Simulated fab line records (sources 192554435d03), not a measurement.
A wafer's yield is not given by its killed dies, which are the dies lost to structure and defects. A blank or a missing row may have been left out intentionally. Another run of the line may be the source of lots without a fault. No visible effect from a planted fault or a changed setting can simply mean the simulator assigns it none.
What tool caused it? -- flow n5_finfet -- Sampling: 11 lots, 27 wafers, 5 of 1938 route steps

## WHAT EACH GAUGE READ, for each wafer
N5_BEOL_M4_RC_MEAS_101.
lot,measured,on,DIBL_N (mV/V),DIBL_P (mV/V),IOFF_N (nA/um),IOFF_P (nA/um),ION_N (uA/um),ION_P (uA/um),SS_N (mV/dec),SS_P (mV/dec),VT_N (mV),VT_P (mV)
L783,day 8 22:11,prober-01,36.4 35.7 37.5,35.6 34.2 36.3,0.15 0.14 0.17,0.21 0.19 0.22,671 664 675,461 460 457,70.7 70.1 71.0,73.6 73.3 73.7,249 251 250,-249 -251 -250
L791,day 11 08:28,prober-02,32.9,32.8,0.11,0.17,665,458,71.4,72.7,254,-254
L792,day 12 13:50,prober-02,32.5,33.3,0.12,0.17,651,450,71.5,72.8,256,-252
L794,day 13 04:31,prober-02,33.0,31.3,0.12,0.15,653,451,70.8,72.9,254,-258
L797,day 13 09:55,prober-02,38.4 37.1 35.3,38.4 36.7 34.2,0.19 0.15 0.12,0.22 0.20 0.16,677 670 670,462 460 461,70.7 71.2 70.6,74.3 72.8 72.8,246 252 252,-246 -250 -255
L798,day 13 17:46,prober-01,36.3 35.7 36.9,38.5 36.3 38.1,0.16 0.16 0.18,0.21 0.17 0.20,666 666 668,458 445 458,71.4 72.0 72.0,73.7 73.4 73.8,248 249 251,-253 -258 -256
L800,day 14 10:49,prober-01,38.0 36.8 38.8,36.6 34.7 37.1,0.17 0.14 0.18,0.21 0.18 0.21,677 666 683,463 459 461,70.9 71.3 72.0,74.0 73.7 73.4,249 248 248,-251 -253 -250
L801,day 14 01:58,prober-02,39.8 38.8 38.1,39.7 38.4 37.0,0.22 0.18 0.17,0.24 0.24 0.20,700 674 671,467 462 458,71.8 72.7 71.4,74.1 74.6 73.9,248 248 250,-250 -252 -253
L803,day 14 10:26,prober-02,35.0 35.7 36.2,34.7 34.8 35.4,0.14 0.15 0.14,0.19 0.18 0.19,672 666 658,460 452 449,71.3 72.6 71.9,73.9 74.2 73.3,254 251 256,-254 -253 -252
L805,day 14 21:43,prober-02,33.1 34.7 34.6,33.5 35.8 37.0,0.11 0.13 0.14,0.13 0.16 0.17,662 666 665,444 443 449,70.6 71.6 71.9,72.9 73.6 74.3,259 255 252,-262 -262 -259
L806,day 16 01:31,prober-01,34.9 34.3 37.0,33.6 33.6 36.7,0.13 0.12 0.16,0.17 0.18 0.24,671 653 684,460 451 469,71.2 70.9 71.4,73.1 73.2 74.6,250 254 248,-252 -253 -246

## TOOL THAT RAN EACH LOT (tool first, then ch and the chambers of the sampled wafers, then the start)
lot,N5_HKMG_FIN_ALD_91,N5_HKMG_FIN_STRIP_89,N5_HKMG_FIN_ALD_72,N5_GATE_CUT_VAPOR_ETCH_60
L783,"ald_metal-02 ch 0,2,3, day 4 03:37","rie_diel-04 ch 0,1,3, day 4 04:01","cvd_w-01 ch 0,1, day 4 06:08","rie_metal-01 ch 0,1, day 4 07:17"
L791,"ald_metal-01 ch 1, day 6 07:49","rie_diel-04 ch 0, day 6 08:08","cvd_w-02 ch 1, day 6 10:16","rie_metal-03 ch 0, day 6 11:23"
L792,"ald_metal-02 ch 0, day 6 14:12","rie_diel-06 ch 0, day 6 14:31","cvd_w-01 ch 1, day 6 16:41","rie_metal-03 ch 1, day 6 17:54"
L794,"ald_metal-02 ch 1, day 7 03:16","rie_diel-04 ch 1, day 7 03:42","cvd_w-01 ch 1, day 7 05:56","rie_metal-03 ch 0, day 7 07:06"
L797,"ald_metal-02 ch 0,1,3, day 7 19:12","rie_diel-06 ch 1,2,3, day 7 19:50","cvd_w-01 ch 0, day 7 21:59","rie_metal-02 ch 0,1, day 7 23:08"
L798,"ald_metal-03 ch 0,1,3, day 8 03:05","rie_diel-06 ch 1,3, day 8 03:29","cvd_w-02 ch 1, day 8 05:47","rie_metal-01 ch 0,1, day 8 06:56"
L800,"ald_metal-03 ch 0,3, day 8 15:07","rie_diel-06 ch 0,1, day 8 15:40","cvd_w-01 ch 0,1, day 8 17:49","rie_metal-02 ch 0,1, day 8 18:58"
L801,"ald_metal-02 ch 0,1,3, day 8 19:04","rie_diel-06 ch 0,2, day 8 19:28","cvd_w-02 ch 0,1, day 8 21:41","rie_metal-01 ch 0,1, day 8 22:50"
L803,"ald_metal-01 ch 1,3, day 9 05:04","rie_diel-06 ch 1,2, day 9 05:28","cvd_w-02 ch 0,1, day 9 07:37","rie_metal-01 ch 0,1, day 9 08:46"
L805,"ald_metal-01 ch 0,1,2, day 9 16:47","rie_diel-04 ch 0,1,2, day 9 17:11","cvd_w-02 ch 0,1, day 9 19:18","rie_metal-01 ch 0,1, day 9 20:28"
L806,"ald_metal-03 ch 1,2,3, day 10 05:03","rie_diel-01 ch 0,2,3, day 10 05:27","cvd_w-01 ch 0,1, day 10 07:34","rie_metal-01 ch 0,1, day 10 08:43"
- N5_HKMG_FIN_ALD_91: deposits TiN, target thk 1 nm, pulse time 1 s, purge time 3 s.
- N5_HKMG_FIN_STRIP_89: strips SOC in N2/H2, time 20 s.
- N5_HKMG_FIN_ALD_72: deposits W, target thk 2 nm, pulse time 1 s, purge time 2 s.
- N5_GATE_CUT_VAPOR_ETCH_60: etches HfO2 in BCl3/Cl2.

## WHAT THE TOOLS THEMSELVES READ (means of the sampled wafers that have a number; where no wafer has one, the mark that the record gives instead)
N5_HKMG_FIN_ALD_91.
lot,tool,heater_power_w (W),precursor_pulse_height_rel
L783,ald_metal-02,901,0.990
L791,ald_metal-01,767,0.983
L792,ald_metal-02,907,0.981
L794,ald_metal-02,835,0.992
L797,ald_metal-02,912,1.020
L798,ald_metal-03,763,0.991
L800,ald_metal-03,718,0.990
L801,ald_metal-02,915,1.004
L803,ald_metal-01,848,0.993
L805,ald_metal-01,821,0.975
L806,ald_metal-03,847,1.005

N5_HKMG_FIN_STRIP_89.
lot,tool,drypump_motor_current_A (A),oes_product_au (a.u.),rf_vpp_V (V),showerhead_plenum_p_Torr (Torr),throttle_valve_pct (%)
L783,rie_diel-04,5.9,0.70,53.8,3.45,19.0
L791,rie_diel-04,6.1,0.99,56.2,3.43,18.8
L792,rie_diel-06,5.2,0.69,53.2,3.41,18.3
L794,rie_diel-04,6.2,0.75,54.5,3.47,19.1
L797,rie_diel-06,5.4,0.74,54.1,3.35,18.8
L798,rie_diel-06,5.2,0.74,53.7,3.26,18.7
L800,rie_diel-06,5.3,0.91,54.4,3.40,18.2
L801,rie_diel-06,5.3,0.87,53.9,3.42,18.3
L803,rie_diel-06,5.6,0.73,54.9,3.43,19.0
L805,rie_diel-04,6.1,0.78,54.8,3.40,19.1
L806,rie_diel-01,5.7,0.85,54.4,3.50,18.6

N5_HKMG_FIN_ALD_72.
lot,tool,heater_power_w (W),precursor_pulse_height_rel
L783,cvd_w-01,500,0.994
L791,cvd_w-02,398,0.982
L792,cvd_w-01,480,0.975
L794,cvd_w-01,489,1.010
L797,cvd_w-01,540,1.005
L798,cvd_w-02,404,1.007
L800,cvd_w-01,525,0.994
L801,cvd_w-02,417,0.993
L803,cvd_w-02,414,0.994
L805,cvd_w-02,410,0.999
L806,cvd_w-01,533,0.998

N5_GATE_CUT_VAPOR_ETCH_60.
lot,tool,drypump_motor_current_A (A),oes_product_au (a.u.)
L783,rie_metal-01,5.3,0.81
L791,rie_metal-03,5.7,1.23
L792,rie_metal-03,6.7,0.83
L794,rie_metal-03,5.7,0.93
L797,rie_metal-02,6.2,0.88
L798,rie_metal-01,5.2,0.79
L800,rie_metal-02,5.9,0.78
L801,rie_metal-01,5.2,0.79
L803,rie_metal-01,5.3,0.78
L805,rie_metal-01,5.4,0.79
L806,rie_metal-01,5.2,0.78

## THE ANSWER, worked out from the rows above alone
Rule: the lots themselves supply what counts as usual. Put in order of their means at a reading, lots are off if they are a third of the lots or fewer, leave a main group of 4 or more, and stand apart from it by a gap of 3 or more times the standard deviation of the main group's means; of several such gaps the widest counts. A main group whose means are all the same, to the digits that the tables above print for the reading, isn't used. A lot without any number at a reading at which 4 lots or more have one is off too. Where the step has rows for the other lots, those lots are counted as sound. Order of review: gauges by route order, followed by the tools' own readings, for which a lot's mean as printed above is used. At the first step where some lot is off, the reading lying furthest off is the one used; lots without a number count as furthest.
Off: L791, at N5_GATE_CUT_VAPOR_ETCH_60 (oes_product_au). Mean 0.82 a.u. and standard deviation 0.048 in the main group.
If a tool, at that step or one of the process steps before it, ran each lot that is off and ran no sound lot following the first of them, it fits. None of those tried fits.

## WHAT THE SIMULATOR HAD INSERTED
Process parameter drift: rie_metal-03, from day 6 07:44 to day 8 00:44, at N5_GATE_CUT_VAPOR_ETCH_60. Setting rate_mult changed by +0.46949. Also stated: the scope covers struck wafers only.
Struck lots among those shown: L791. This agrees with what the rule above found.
